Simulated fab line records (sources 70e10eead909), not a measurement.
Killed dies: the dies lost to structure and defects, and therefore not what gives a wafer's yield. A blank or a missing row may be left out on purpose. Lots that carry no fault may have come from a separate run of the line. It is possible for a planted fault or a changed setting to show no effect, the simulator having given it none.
fab line records	flow nand-harc
[record] lots = 24	wafers = 72	last-day = 33
route steps=1302 shown A_CONTACT@1005
lots with no fault: from the same line, run without faults
start-h: hours from the record's first day to the start of the lot's first wafer shown	wait-h: hours from the lot's prior step to this one	" repeats the value in the row above	L1.1+2: one row covering several wafers at once	- value missing, or start not given	* or withheld: withheld	< > ~ a bound
route shown NAME@n: a module of which the file shows steps, and the number in the route of the first	usual: the fault-free wafers' mean and standard deviation	same: alike in all rows	chamber/n: place in a boat	sites: per-site readings	_std_site: the values' standard deviation	_edge_site: mean of outer sites minus mean of inner sites	radius-mm: how far each site lies from the wafer's centre	mask NAME#n: copy n	behind: the most recent tool/chamber to have shaped the wafer	hold: reason for holding the lot/hours on hold/outcome of the hold	device: names the non-switching transistor (n, p or np)	end of line: at the end of the route, the tests of the same wafers	step lacking rows: just its recipe	killed: dies that structure and defects cost at the first sort, which is not the same as the wafer's yield	map: shows each die of a wafer: x if killed, . if not, _ if none is there
set.NAME: the setting as run; set.NAME@STEP: as run at that earlier step	model.NAME: the simulator's own value behind a step, which no gauge read
route steps across a sampled set of lots; one table per step, one row per wafer
services: the hour from which a tool's chamber was out of use, counted from the record's first day as start-h (under 0 if before that day), plus the number of hours and why
[[steps]]
[step NHARC_A_CONTACT_ETCH_111]
[recipe] source-w = withheld	pressure-mtorr = 20	bias-v = withheld	time-s = 140	target-depth-a = 7000	ar-flow-sccm = withheld	c4f8-flow-sccm = withheld	o2-flow-sccm = withheld	chemistry = C4F8/O2/Ar
lot.wafer	tool	chamber	start-h	wait-h	rf-hours-counter-h
L074.1	har-cap-etch-03	1	487.88	-	38
L074.3	"	1	"	"	-
L074.6	"	0	"	"	-
L075.2	har-cap-etch-02	0	510.05	-	83
L075.3	"	0	"	"	-
L075.4	"	1	"	"	-
L078.2	har-cap-etch-03	0	510.83	-	42
L078.3	"	1	"	"	-
L078.5	"	1	"	"	-
L077.1	har-cap-etch-01	0	514.93	-	0
L077.4	"	1	"	"	-
L077.5	"	1	"	"	-
L079.2	har-cap-etch-01	1	531.50	-	4
L079.3	"	1	"	"	-
L079.5	"	1	"	"	-
L076.1	har-cap-etch-02	0	535.80	-	90
L076.2	"	1	"	"	90
L076.3	"	1	"	"	-
L080.1	har-cap-etch-03	1	542.74	-	48
L080.2	"	0	"	"	48
L080.5	"	1	"	"	-
L082.1	har-cap-etch-03	0	567.91	-	53
L082.4	"	0	"	"	-
L082.6	"	1	"	"	-
L081.1	har-cap-etch-02	0	568.35	-	95
L081.2	"	1	"	"	95
L081.5	"	0	"	"	-
L083.2	har-cap-etch-03	1	589.09	-	57
L083.3	"	0	"	"	-
L083.6	"	0	"	"	-
L084.1	har-cap-etch-02	0	597.36	-	99
L084.4	"	0	"	"	-
L084.5	"	0	"	"	-
L085.2	har-cap-etch-01	1	597.59	-	14
L085.5	"	0	"	"	-
L085.6	"	1	"	"	-
L086.2	har-cap-etch-02	1	619.14	-	103
L086.4	"	0	"	"	-
L086.5	"	0	"	"	-
L087.2	har-cap-etch-03	0	621.04	-	62
L087.3	"	0	"	"	-
L087.4	"	1	"	"	-
L089.1	har-cap-etch-01	0	640.06	-	21
L089.4	"	1	"	"	-
L089.3	"	0	"	"	-
L088.4	har-cap-etch-03	0	642.83	-	-
L088.3	"	1	"	"	-
L088.6	"	1	"	"	-
L091.1	har-cap-etch-01	0	667.36	-	25
L091.3	"	1	"	"	-
L091.4	"	0	"	"	-
L090.4	har-cap-etch-03	1	669.60	-	-
L090.6	"	1	"	"	-
L090.5	"	0	"	"	-
L092.2	har-cap-etch-02	1	681.93	-	113
L092.4	"	0	"	"	-
L092.6	"	1	"	"	-
L095.1	har-cap-etch-02	1	688.50	-	115
L095.4	"	1	"	"	-
L095.5	"	0	"	"	-
L094.2	har-cap-etch-01	0	690.53	-	29
L094.6	"	0	"	"	-
L094.5	"	1	"	"	-
L093.1	har-cap-etch-03	0	704.18	-	77
L093.6	"	0	"	"	-
L093.5	"	1	"	"	-
L096.1	har-cap-etch-02	1	704.26	-	120
L096.6	"	1	"	"	-
L096.5	"	0	"	"	-
L097.1	har-cap-etch-03	1	721.62	-	80
L097.2	"	0	"	"	80
L097.6	"	1	"	"	-
[step NHARC_A_CONTACT_ETCH_113]
[recipe] source-w = withheld	pressure-mtorr = 20	bias-v = 3000	time-s = 190	target-depth-a = 18500	ar-flow-sccm = withheld	c4f8-flow-sccm = withheld	o2-flow-sccm = withheld	chemistry = C4F8/O2/Ar
lot.wafer	tool	chamber	start-h	wait-h	rf-hours-counter-h
L074.1	har-cap-etch-03	1	488.25	0.1	38
L074.3	"	1	"	"	-
L074.6	"	0	"	"	-
L075.2	har-cap-etch-02	0	510.43	0.1	83
L075.3	"	0	"	"	-
L075.4	"	1	"	"	-
L078.2	har-cap-etch-03	0	511.26	0.1	42
L078.3	"	1	"	"	-
L078.5	"	1	"	"	-
L077.1	har-cap-etch-01	0	515.30	0.1	0
L077.4	"	1	"	"	-
L077.5	"	1	"	"	-
L079.2	har-cap-etch-01	1	531.87	0.1	4
L079.3	"	1	"	"	-
L079.5	"	1	"	"	-
L076.1	har-cap-etch-02	0	536.17	0.1	90
L076.2	"	1	"	"	90
L076.3	"	1	"	"	-
L080.1	har-cap-etch-03	1	543.12	0.1	49
L080.2	"	0	"	"	49
L080.5	"	1	"	"	-
L082.1	har-cap-etch-03	0	568.28	0.1	53
L082.4	"	0	"	"	-
L082.6	"	1	"	"	-
L081.1	har-cap-etch-02	0	568.72	0.1	95
L081.2	"	1	"	"	95
L081.5	"	0	"	"	-
L083.2	har-cap-etch-03	1	589.46	0.1	57
L083.3	"	0	"	"	-
L083.6	"	0	"	"	-
L084.1	har-cap-etch-02	0	597.73	0.1	99
L084.4	"	0	"	"	-
L084.5	"	0	"	"	-
L085.2	har-cap-etch-01	1	597.95	0.1	14
L085.5	"	0	"	"	-
L085.6	"	1	"	"	-
L086.2	har-cap-etch-02	1	619.51	0.1	103
L086.4	"	0	"	"	-
L086.5	"	0	"	"	-
L087.2	har-cap-etch-03	0	621.41	0.1	62
L087.3	"	0	"	"	-
L087.4	"	1	"	"	-
L089.1	har-cap-etch-01	0	640.43	0.1	21
L089.4	"	1	"	"	-
L089.3	"	0	"	"	-
L088.4	har-cap-etch-03	0	643.20	0.1	-
L088.3	"	1	"	"	-
L088.6	"	1	"	"	-
L091.1	har-cap-etch-01	0	667.73	0.1	25
L091.3	"	1	"	"	-
L091.4	"	0	"	"	-
L090.4	har-cap-etch-03	1	669.97	0.1	-
L090.6	"	1	"	"	-
L090.5	"	0	"	"	-
L092.2	har-cap-etch-02	1	682.29	0.1	113
L092.4	"	0	"	"	-
L092.6	"	1	"	"	-
L095.1	har-cap-etch-02	1	688.87	0.1	115
L095.4	"	1	"	"	-
L095.5	"	0	"	"	-
L094.2	har-cap-etch-01	0	690.90	0.1	29
L094.6	"	0	"	"	-
L094.5	"	1	"	"	-
L093.1	har-cap-etch-03	0	704.55	0.1	77
L093.6	"	0	"	"	-
L093.5	"	1	"	"	-
L096.1	har-cap-etch-02	1	704.63	0.1	121
L096.6	"	1	"	"	-
L096.5	"	0	"	"	-
L097.1	har-cap-etch-03	1	721.99	0.1	81
L097.2	"	0	"	"	81
L097.6	"	1	"	"	-
[step NHARC_A_CONTACT_ETCH_118]
[recipe] source-w = withheld	pressure-mtorr = 20	bias-v = 3000	time-s = 190	target-depth-a = 18500	ar-flow-sccm = withheld	c4f8-flow-sccm = withheld	o2-flow-sccm = withheld	chemistry = C4F8/O2/Ar
lot.wafer	tool	chamber	start-h	wait-h	rf-hours-counter-h
L074.1	har-cap-etch-03	1	489.11	0.1	39
L074.3	"	1	"	"	-
L074.6	"	0	"	"	-
L075.2	har-cap-etch-02	0	511.28	0.1	84
L075.3	"	0	"	"	-
L075.4	"	1	"	"	-
L078.2	har-cap-etch-03	0	512.12	0.1	43
L078.3	"	1	"	"	-
L078.5	"	1	"	"	-
L077.1	har-cap-etch-01	0	516.15	0.1	1
L077.4	"	1	"	"	-
L077.5	"	1	"	"	-
L079.2	har-cap-etch-01	1	532.73	0.1	5
L079.3	"	1	"	"	-
L079.5	"	1	"	"	-
L076.1	har-cap-etch-02	0	537.02	0.1	91
L076.2	"	1	"	"	91
L076.3	"	1	"	"	-
L080.1	har-cap-etch-03	1	543.97	0.1	50
L080.2	"	0	"	"	50
L080.5	"	1	"	"	-
L082.1	har-cap-etch-03	0	569.13	0.1	54
L082.4	"	0	"	"	-
L082.6	"	1	"	"	-
L081.1	har-cap-etch-02	0	569.57	0.1	96
L081.2	"	1	"	"	96
L081.5	"	0	"	"	-
L083.2	har-cap-etch-03	1	590.31	0.1	58
L083.3	"	0	"	"	-
L083.6	"	0	"	"	-
L084.1	har-cap-etch-02	0	598.58	0.1	100
L084.4	"	0	"	"	-
L084.5	"	0	"	"	-
L085.2	har-cap-etch-01	1	598.81	0.1	15
L085.5	"	0	"	"	-
L085.6	"	1	"	"	-
L086.2	har-cap-etch-02	1	620.37	0.1	104
L086.4	"	0	"	"	-
L086.5	"	0	"	"	-
L087.2	har-cap-etch-03	0	622.27	0.1	63
L087.3	"	0	"	"	-
L087.4	"	1	"	"	-
L089.1	har-cap-etch-01	0	641.52	0.2	22
L089.4	"	1	"	"	-
L089.3	"	0	"	"	-
L088.4	har-cap-etch-03	0	644.05	0.1	-
L088.3	"	1	"	"	-
L088.6	"	1	"	"	-
L091.1	har-cap-etch-01	0	668.58	0.1	26
L091.3	"	1	"	"	-
L091.4	"	0	"	"	-
L090.4	har-cap-etch-03	1	670.82	0.1	-
L090.6	"	1	"	"	-
L090.5	"	0	"	"	-
L092.2	har-cap-etch-02	1	683.15	0.1	114
L092.4	"	0	"	"	-
L092.6	"	1	"	"	-
L095.1	har-cap-etch-02	1	689.72	0.1	116
L095.4	"	1	"	"	-
L095.5	"	0	"	"	-
L094.2	har-cap-etch-01	0	691.75	0.1	30
L094.6	"	0	"	"	-
L094.5	"	1	"	"	-
L093.1	har-cap-etch-03	0	705.40	0.1	78
L093.6	"	0	"	"	-
L093.5	"	1	"	"	-
L096.1	har-cap-etch-02	1	705.48	0.1	121
L096.6	"	1	"	"	-
L096.5	"	0	"	"	-
L097.1	har-cap-etch-03	1	722.84	0.1	82
L097.2	"	0	"	"	82
L097.6	"	1	"	"	-
[step NHARC_A_CONTACT_ETCH_124]
[recipe] source-w = withheld	pressure-mtorr = 20	bias-v = withheld	time-s = 140	target-depth-a = 7000	ar-flow-sccm = withheld	c4f8-flow-sccm = withheld	o2-flow-sccm = withheld	chemistry = C4F8/O2/Ar
lot.wafer	tool	chamber	start-h	wait-h	rf-hours-counter-h
L074.1	har-cap-etch-03	0	501.18	-	40
L074.3	"	0	"	"	-
L074.6	"	1	"	"	-
L075.2	har-cap-etch-03	1	519.98	-	44
L075.3	"	1	"	"	-
L075.4	"	0	"	"	-
L078.2	har-cap-etch-02	0	520.88	-	87
L078.3	"	0	"	"	-
L078.5	"	1	"	"	-
L077.1	har-cap-etch-01	0	525.23	-	2
L077.4	"	0	"	"	-
L077.5	"	1	"	"	-
L079.2	har-cap-etch-01	0	541.89	-	6
L079.3	"	0	"	"	-
L079.5	"	0	"	"	-
L076.2	har-cap-etch-02	0	547.37	1.3	92
L076.1	"	1	"	"	92
L076.3	"	1	"	"	-
L080.1	har-cap-etch-03	1	552.69	-	51
L080.2	"	0	"	"	51
L080.5	"	1	"	"	-
L082.1	har-cap-etch-01	1	577.87	-	11
L082.4	"	0	"	"	-
L082.6	"	1	"	"	-
L081.2	har-cap-etch-03	0	578.85	-	55
L081.1	"	1	"	"	55
L081.5	"	1	"	"	-
L083.2	har-cap-etch-03	0	602.35	-	59
L083.3	"	0	"	"	-
L083.6	"	1	"	"	-
L084.1	har-cap-etch-02	1	607.40	-	101
L084.4	"	0	"	"	-
L084.5	"	0	"	"	-
L085.2	har-cap-etch-01	0	608.42	-	16
L085.5	"	0	"	"	-
L085.6	"	1	"	"	-
L086.2	har-cap-etch-01	1	630.81	-	19
L086.4	"	1	"	"	-
L086.5	"	0	"	"	-
L087.2	har-cap-etch-02	0	631.83	-	106
L087.4	"	0	"	"	-
L087.3	"	1	"	"	-
L089.1	har-cap-etch-02	0	652.36	-	109
L089.3	"	0	"	"	-
L089.4	"	1	"	"	-
L088.3	har-cap-etch-01	0	655.11	-	-
L088.4	"	1	"	"	-
L088.6	"	1	"	"	-
L091.1	har-cap-etch-01	1	682.68	-	27
L091.3	"	1	"	"	-
L091.4	"	0	"	"	-
L090.4	har-cap-etch-03	0	683.84	-	-
L090.6	"	1	"	"	-
L090.5	"	0	"	"	-
L092.2	har-cap-etch-03	0	693.34	-	73
L092.4	"	0	"	"	-
L092.6	"	0	"	"	-
L095.1	har-cap-etch-03	0	699.77	-	75
L095.4	"	1	"	"	-
L095.5	"	0	"	"	-
L094.2	har-cap-etch-02	0	700.62	-	119
L094.5	"	1	"	"	-
L094.6	"	0	"	"	-
L096.1	har-cap-etch-02	1	717.01	-	123
L096.5	"	0	"	"	-
L096.6	"	1	"	"	-
L093.1	har-cap-etch-01	1	718.51	-	36
L093.5	"	1	"	"	-
L093.6	"	0	"	"	-
L097.1	har-cap-etch-03	1	731.46	-	83
L097.2	"	0	"	"	83
L097.6	"	0	"	"	-
[step NHARC_A_CONTACT_ETCH_91]
[recipe] target-depth-a = 400	over-etch-frac = 0.5	time-s = 85.7	ion-energy-ev = 120	ch3f-flow-sccm = 50	o2-flow-sccm = 30	ar-flow-sccm = 200	rf-w = 500	bias-w = 100	chemistry = CH3F/O2
[usual] drypump-motor-current-A = 5.8/0.67	oes-product-au = 0.95/0.033	rf-vpp-V = 244.7/1.7	showerhead-plenum-p-Torr = 2.49/0.11	throttle-valve-pct = 20.663/0.0092
lot.wafer	tool	chamber	start-h	wait-h	drypump-motor-current-A	oes-product-au	rf-hours-counter-h	rf-vpp-V	showerhead-plenum-p-Torr	throttle-valve-pct
L074.3	rie-diel-04	2	504.24	0.6	5.7	1.00	18	245.1	2.56	20.673
L074.1	"	0	"	"	6.8	1.01	19	242.2	2.27	20.674
L074.6	"	2	"	"	5.7	0.99	-	245.4	2.56	20.662
L075.2	rie-diel-12	0	522.37	0.7	5.0	0.93	17	246.6	2.65	20.661
L075.4	"	1	"	"	4.8	0.92	22	243.9	2.41	20.666
L075.3	"	3	"	"	6.3	0.92	20	244.6	2.58	20.678
L078.2	rie-diel-04	2	523.28	0.7	5.7	0.93	21	246.4	2.56	20.658
L078.3	"	0	"	"	6.8	0.94	22	241.3	2.27	20.655
L078.5	"	2	"	"	5.7	0.93	-	246.2	2.56	20.655
L077.1	rie-diel-12	2	527.60	0.7	6.5	0.92	23	242.8	2.34	20.655
L077.4	"	0	"	"	5.0	0.94	21	246.7	2.65	20.666
L077.5	"	2	"	"	6.4	0.94	-	243.3	2.34	20.647
L079.2	rie-diel-04	0	544.29	0.7	6.8	1.01	0	248.2	2.66	20.658
L079.3	"	3	"	"	6.3	1.01	-	244.4	2.48	20.669
L079.5	"	3	"	"	6.2	1.01	-	246.2	2.48	20.661
L076.1	rie-diel-12	2	549.77	0.6	6.4	0.93	32	242.6	2.33	20.669
L076.3	"	3	"	"	6.3	0.92	29	245.6	2.58	20.689
L076.2	"	0	"	"	5.0	0.92	27	246.4	2.65	20.663
L080.1	rie-diel-04	2	555.10	0.7	5.7	0.94	1	244.8	2.56	20.649
L080.2	"	0	"	"	6.8	0.92	4	247.1	2.66	20.680
L080.5	"	1	"	"	5.1	0.93	-	244.0	2.43	20.666
L082.4	rie-diel-04	1	580.70	0.6	5.1	0.93	4	243.6	2.43	20.654
L082.1	"	0	"	"	6.8	0.95	7	246.9	2.66	20.676
L082.6	"	1	"	"	5.1	0.94	-	244.1	2.43	20.672
L081.1	rie-diel-12	2	581.25	0.6	6.4	0.93	42	243.9	2.33	20.679
L081.2	"	3	"	"	6.3	0.92	39	245.1	2.58	20.663
L081.5	"	2	"	"	6.4	0.92	-	242.5	2.33	20.669
L083.2	rie-diel-04	2	604.73	0.7	5.7	0.99	8	246.5	2.56	20.672
L083.3	"	3	"	"	6.2	1.00	11	243.4	2.47	20.668
L083.6	"	2	"	"	5.7	1.00	-	245.9	2.56	20.666
L084.4	rie-diel-04	2	610.51	0.6	5.7	0.94	10	245.5	2.56	20.669
L084.1	"	3	"	"	6.3	0.94	13	245.9	2.47	20.681
L084.5	"	1	"	"	5.1	0.92	-	244.3	2.43	20.666
L085.2	rie-diel-12	0	610.85	0.7	5.0	0.93	48	246.5	2.64	20.661
L085.5	"	2	"	"	6.4	0.92	-	244.2	2.32	20.675
L085.6	"	3	"	"	6.3	0.93	-	245.4	2.57	20.680
L086.2	rie-diel-12	1	633.21	0.7	4.8	0.99	0	243.7	2.40	20.670
L086.4	"	0	"	"	5.0	1.00	0	245.9	2.64	20.655
L086.5	"	1	"	"	4.8	1.00	-	242.6	2.40	20.663
L087.2	rie-diel-12	1	634.22	0.7	4.8	1.01	0	242.6	2.40	20.662
L087.4	"	3	"	"	6.3	1.01	0	245.9	2.57	20.666
L087.3	"	0	"	"	5.0	1.01	0	246.1	2.64	20.663
L089.4	rie-diel-04	1	654.77	0.5	5.1	0.91	16	243.8	2.42	20.675
L089.1	"	2	"	"	5.7	0.93	18	246.1	2.55	20.656
L089.3	"	0	"	"	6.8	0.93	19	247.5	2.65	20.642
L088.4	rie-diel-13	2	657.45	0.5	5.7	0.93	49	242.6	2.31	20.656
L088.3	"	0	"	"	6.5	0.93	49	242.4	2.30	20.682
L088.6	"	2	"	"	5.7	0.93	-	240.9	2.31	20.657
L091.3	rie-diel-04	2	685.08	0.6	5.7	0.92	22	246.4	2.55	20.658
L091.1	"	3	"	"	6.3	0.93	25	244.5	2.47	20.674
L091.4	"	1	"	"	5.1	0.93	19	244.1	2.42	20.654
L090.6	rie-diel-04	3	686.89	0.6	6.2	0.93	-	245.0	2.47	20.661
L090.4	"	0	"	"	6.8	0.93	-	248.1	2.65	20.662
L090.5	"	2	"	"	5.7	0.93	-	245.2	2.55	20.662
L092.2	rie-diel-04	3	695.76	0.7	6.3	0.93	30	244.5	2.47	20.645
L092.6	"	2	"	"	5.7	0.93	-	246.2	2.55	20.665
L092.4	"	3	"	"	6.3	0.94	-	243.8	2.47	20.659
L095.1	rie-diel-04	2	702.12	0.6	5.7	0.92	29	246.7	2.55	20.655
L095.5	"	2	"	"	5.7	0.94	-	246.1	2.55	20.651
L095.4	"	3	"	"	6.2	0.93	-	243.6	2.47	20.676
L094.2	rie-diel-12	1	703.75	1.4	4.8	0.93	27	241.3	2.39	20.664
L094.5	"	0	"	"	5.0	0.94	-	246.5	2.63	20.648
L094.6	"	1	"	"	4.8	0.92	-	243.8	2.39	20.660
L096.1	rie-diel-04	0	719.43	0.7	6.8	1.00	0	248.0	2.65	20.665
L096.6	"	1	"	"	5.1	1.01	-	243.3	2.42	20.651
L096.5	"	2	"	"	5.7	1.00	-	246.2	2.55	20.648
L093.1	rie-diel-13	0	720.95	0.7	6.4	1.00	3	241.6	2.30	20.680
L093.6	"	2	"	"	5.8	1.00	-	242.6	2.31	20.656
L093.5	"	3	"	"	5.0	1.00	-	245.0	2.50	20.659
L097.2	rie-diel-04	3	733.89	0.7	6.3	0.93	3	245.6	2.46	20.671
L097.1	"	1	"	"	5.1	0.95	2	244.2	2.42	20.658
L097.6	"	2	"	"	5.8	0.93	-	245.5	2.55	20.662
[step NHARC_A_CONTACT_ETCH_97]
[recipe] target-depth-a = 200	over-etch-frac = 0.5	time-s = 10	ion-energy-ev = 250	c4f6-flow-sccm = 25	o2-flow-sccm = 20	ar-flow-sccm = 500	rf-w = 600	bias-w = 500	chemistry = C4F6/O2
[usual] drypump-motor-current-A = 5.9/0.68	oes-product-au = 0.964/0.027	rf-vpp-V = 548/3.7	showerhead-plenum-p-Torr = 3.98/0.17	throttle-valve-pct = 26.903/0.0092
lot.wafer	tool	chamber	start-h	wait-h	drypump-motor-current-A	oes-product-au	rf-hours-counter-h	rf-vpp-V	showerhead-plenum-p-Torr	throttle-valve-pct
L074.3	rie-diel-04	3	-	-	6.3	1.000	19	547	3.96	26.893
L074.1	"	0	"	"	6.8	0.996	19	541	3.64	26.911
L074.6	"	1	"	"	5.1	0.998	-	547	3.88	26.901
L075.3	rie-diel-12	1	-	-	4.8	0.946	22	546	3.86	26.908
L075.4	"	3	"	"	6.3	0.934	20	549	4.11	26.894
L075.2	"	0	"	"	5.0	0.956	17	552	4.22	26.908
L078.2	rie-diel-04	3	-	-	6.3	0.955	22	547	3.96	26.911
L078.3	"	0	"	"	6.8	0.951	22	541	3.63	26.905
L078.5	"	0	"	"	6.8	0.952	-	541	3.63	26.891
L077.4	rie-diel-12	1	-	-	4.8	0.958	25	545	3.85	26.906
L077.1	"	3	"	"	6.3	0.931	21	551	4.11	26.899
L077.5	"	0	"	"	5.0	0.944	-	553	4.21	26.916
L079.2	rie-diel-04	0	544.51	0.2	6.8	0.997	0	553	4.23	26.917
L079.3	"	3	"	"	6.3	1.015	-	546	3.95	26.920
L079.5	"	3	"	"	6.3	1.000	-	547	3.95	26.927
L076.3	rie-diel-12	3	-	-	6.3	0.951	29	551	4.11	26.912
L076.2	"	0	"	"	5.0	0.944	27	554	4.21	26.902
L076.1	"	1	"	"	4.8	0.931	33	545	3.85	26.920
L080.1	rie-diel-04	1	-	-	5.1	0.961	1	545	3.88	26.895
L080.2	"	2	"	"	5.7	0.961	1	551	4.07	26.887
L080.5	"	1	"	"	5.1	0.953	-	546	3.88	26.900
L082.4	rie-diel-04	3	-	-	6.3	0.938	9	547	3.95	26.874
L082.1	"	1	"	"	5.1	0.953	4	546	3.88	26.897
L082.6	"	3	"	"	6.3	0.931	-	546	3.95	26.906
L081.2	rie-diel-12	3	-	-	6.3	0.950	39	552	4.10	26.919
L081.1	"	1	"	"	4.8	0.944	45	545	3.84	26.911
L081.5	"	2	"	"	6.4	0.950	-	542	3.73	26.908
L083.3	rie-diel-04	0	-	-	6.8	1.003	9	554	4.22	26.894
L083.2	"	1	"	"	5.1	0.998	7	546	3.88	26.904
L083.6	"	0	"	"	6.8	1.017	-	552	4.22	26.904
L084.4	rie-diel-04	2	-	-	5.7	0.948	10	551	4.07	26.902
L084.1	"	1	"	"	5.1	0.951	8	546	3.88	26.911
L084.5	"	3	"	"	6.3	0.940	-	548	3.95	26.877
L085.2	rie-diel-12	3	-	-	6.3	0.977	47	551	4.10	26.902
L085.5	"	3	"	"	6.3	0.966	-	551	4.10	26.898
L085.6	"	0	"	"	5.0	0.963	-	553	4.20	26.908
L086.2	rie-diel-12	3	-	-	6.3	0.999	0	550	4.09	26.891
L086.4	"	0	"	"	5.0	1.006	0	551	4.19	26.912
L086.5	"	3	"	"	6.3	1.005	-	551	4.09	26.903
L087.4	rie-diel-12	3	-	-	6.3	1.009	0	551	4.09	26.884
L087.2	"	0	"	"	5.0	0.993	0	550	4.19	26.901
L087.3	"	1	"	"	4.8	1.001	0	544	3.83	26.893
L089.4	rie-diel-04	1	-	-	5.1	0.946	16	545	3.87	26.888
L089.3	"	2	"	"	5.7	0.950	18	550	4.06	26.903
L089.1	"	3	"	"	6.3	0.948	22	548	3.94	26.913
L088.4	rie-diel-13	0	-	-	6.5	0.931	49	542	3.69	26.916
L088.3	"	2	"	"	5.8	0.952	49	541	3.70	26.904
L088.6	"	1	"	"	5.2	0.933	-	544	3.84	26.908
L091.1	rie-diel-04	0	-	-	6.8	0.960	22	553	4.21	26.905
L091.3	"	2	"	"	5.8	0.979	22	551	4.06	26.907
L091.4	"	3	"	"	6.3	0.971	25	547	3.94	26.925
L090.5	rie-diel-04	0	688.54	1.6	6.8	0.934	-	553	4.21	26.913
L090.6	"	2	"	"	5.7	0.934	-	549	4.06	26.899
L090.4	"	3	"	"	6.3	0.924	-	547	3.94	26.901
L092.2	rie-diel-04	0	695.91	0.1	6.8	0.955	27	553	4.21	26.894
L092.4	"	3	"	"	6.3	0.943	-	547	3.94	26.885
L092.6	"	2	"	"	5.7	0.947	-	550	4.06	26.902
L095.1	rie-diel-04	3	702.52	0.4	6.2	0.975	33	547	3.94	26.903
L095.4	"	2	"	"	5.7	0.972	-	548	4.06	26.895
L095.5	"	3	"	"	6.2	0.968	-	546	3.94	26.892
L094.2	rie-diel-12	3	-	-	6.3	0.945	26	550	4.08	26.903
L094.5	"	1	"	"	4.8	0.958	-	545	3.82	26.897
L094.6	"	2	"	"	6.4	0.937	-	543	3.70	26.913
L096.1	rie-diel-04	2	-	-	5.7	1.002	0	550	4.06	26.897
L096.6	"	2	"	"	5.7	0.995	-	549	4.06	26.899
L096.5	"	3	"	"	6.3	1.014	-	548	3.93	26.903
L093.1	rie-diel-13	0	-	-	6.5	0.997	3	540	3.68	26.896
L093.5	"	0	"	"	6.5	0.994	-	542	3.68	26.913
L093.6	"	1	"	"	5.2	1.007	-	545	3.82	26.897
L097.2	rie-diel-04	2	-	-	5.7	0.948	2	551	4.06	26.887
L097.1	"	1	"	"	5.1	0.941	2	546	3.87	26.899
L097.6	"	2	"	"	5.7	0.949	-	551	4.05	26.906
[[services]]
tool	chamber	start-h	hours	kind
rie-diel-12	0	465.41	9.0	repair
rie-diel-04	0	486.01	-	clean
rie-diel-04	1	486.01	-	clean
rie-diel-04	2	486.01	-	clean
rie-diel-04	3	486.01	-	clean
har-cap-etch-01	-	497.00	17.0	pm
rie-diel-04	0	510.51	-	clean
rie-diel-04	1	510.51	-	clean
rie-diel-13	-	519.05	9.0	pm
rie-diel-04	-	532.01	9.0	pm
har-cap-etch-03	-	536.44	0.8	repair
rie-diel-04	2	541.95	6.8	repair
rie-diel-13	-	541.96	0.2	repair
rie-diel-12	3	581.97	1.5	repair
rie-diel-12	1	602.59	2.8	repair
rie-diel-04	3	614.29	2.4	repair
rie-diel-13	1	614.60	13.0	repair
rie-diel-12	-	623.40	9.0	pm
rie-diel-04	3	647.60	2.8	repair
rie-diel-12	1	650.10	4.9	repair
har-cap-etch-02	-	669.27	0.5	repair
rie-diel-13	-	696.05	9.0	pm
rie-diel-04	-	709.01	9.0	pm
rie-diel-04	1	729.15	1.3	repair
[[key]]
fault none
